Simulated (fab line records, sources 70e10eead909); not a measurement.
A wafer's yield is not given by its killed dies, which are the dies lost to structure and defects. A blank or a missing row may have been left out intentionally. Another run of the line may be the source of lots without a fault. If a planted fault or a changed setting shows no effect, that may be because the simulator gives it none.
Matching of chambers    flow nand-harc    NHARC_A_CONTACT_ETCH_110 on rie-diel-02: 4 sister chambers
The step etches the open film in CF4/O2, target depth 50 nm, overetch 5 nm, time 27.5 s. 16 wafers are shown with their chamber, then 8 later ones without.

## WAFERS WITH THEIR CHAMBER
wafer   chamber  drypump-motor-current-A (A)  showerhead-plenum-p-Torr (Torr)  oes-product-au (a.u.)
L074.1  3        5.9                          1.36                             1.025
L074.3  1        6.0                          1.33                             0.997
L074.4  2        5.4                          1.39                             1.011
L080.1  0        6.4                          1.24                             1.007
L080.4  2        5.4                          1.39                             1.012
L080.5  3        5.8                          1.36                             1.023
L082.1  2        5.4                          1.39                             1.018
L082.2  0        6.4                          1.24                             1.009
L082.4  3        5.9                          1.35                             1.026
L083.1  3        5.9                          1.35                             1.023
L083.2  0        6.4                          1.24                             1.011
L083.5  3        5.9                          1.35                             1.021
L091.1  0        6.4                          1.24                             1.019
L091.2  2        5.4                          1.38                             1.017
L091.6  3        5.9                          1.35                             1.012
L090.2  2        5.4                          1.38                             1.005

SIGNATURES (means of the wafers above)
reading                   chamber 0  chamber 1  chamber 2  chamber 3  scatter within a chamber
drypump-motor-current-A   6.400      6.000      5.400      5.883      0.0264
showerhead-plenum-p-Torr  1.2400     1.3300     1.3860     1.3533     0.00459
oes-product-au            1.01150    0.99700    1.01260    1.02167    0.00516
Rule: a wafer's distance from a chamber is the root of the sum, over the readings, of the square of ((its reading less the chamber's mean) divided by the reading's scatter). If the next closest chamber is less than 2 further off than the closest, the wafer can't be placed; otherwise it belongs to the closest. The scatter: take each reading less its chamber's mean, square it, sum over the shown wafers, divide by the number of wafers less the number of chambers, and take the root.

## WAFERS WITHOUT THEIR CHAMBER
wafer   drypump-motor-current-A (A)  showerhead-plenum-p-Torr (Torr)  oes-product-au (a.u.)
L090.4  5.9                          1.32                             0.987
L090.6  6.0                          1.32                             0.987
L095.1  6.4                          1.45                             1.019
L095.4  5.8                          1.35                             1.001
L095.6  5.8                          1.35                             1.012
L094.2  6.4                          1.44                             1.002
L094.4  5.9                          1.32                             0.999
L094.6  5.4                          1.38                             1.005

## EACH ONE'S CHAMBER
wafer   from the rows above      in truth
L090.4  1                        1
L090.6  1                        1
L095.1  can't be placed: 3 or 1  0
L095.4  3                        3
L095.6  3                        3
L094.2  can't be placed: 3 or 1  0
L094.4  1                        1
L094.6  2                        2
Placed correctly: 6 of 8. Not placeable from these rows: 2 (in 0, the candidates include the true chamber). 0 placed wrongly.
